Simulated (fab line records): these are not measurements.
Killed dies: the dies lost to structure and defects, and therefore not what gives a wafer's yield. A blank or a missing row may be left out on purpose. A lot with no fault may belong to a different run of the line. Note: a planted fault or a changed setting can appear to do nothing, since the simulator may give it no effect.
Matching of chambers    flow n5 finfet    N5_BEOL_M11_CURE_71 on uv cure-01: 3 sister chambers
The step cures SiCOH lowk, time 240 s. 3 wafers are shown with their chamber, then 9 later ones without.

EACH WAFER AND ITS CHAMBER
wafer   chamber  wafer_temp_C_max
L078.4  2        386.3
L081.5  1        387.7
L087.6  0        389.1

WAFERS WITHOUT THEIR CHAMBER
wafer   wafer_temp_C_max
L089.1  387.3
L089.3  388.2
L089.6  388.7
L095.1  385.8
L095.4  386.7
L095.6  385.9
L096.1  388.1
L096.3  388.7
L096.4  386.8

WHICH CHAMBER EACH ONE RAN IN
wafer   from the rows above      in truth
L089.1  can't be placed: 1 or 2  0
L089.3  can't be placed: 1 or 0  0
L089.6  can't be placed: 0 or 1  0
L095.1  2                        2
L095.4  can't be placed: 2 or 1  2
L095.6  2                        2
L096.1  can't be placed: 1 or 0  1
L096.3  can't be placed: 0 or 1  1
L096.4  can't be placed: 2 or 1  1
2 of 9 placed correctly. Unplaceable from these rows: 7, with the true chamber sitting among the candidates in 6. 0 placed wrongly.
How it was worked out, from the rows above alone: a wafer's distance from a chamber is the root of the sum, over the readings, of the square of ((its reading less the chamber's mean) divided by the reading's scatter). If the next closest chamber is less than 2 further off than the closest, the wafer can't be placed; otherwise it belongs to the closest. Each chamber's mean is taken over the wafers shown for it. The scatter: with one shown wafer a chamber, the root of the mean of the squares of how far each hidden wafer lies from its nearest shown one.
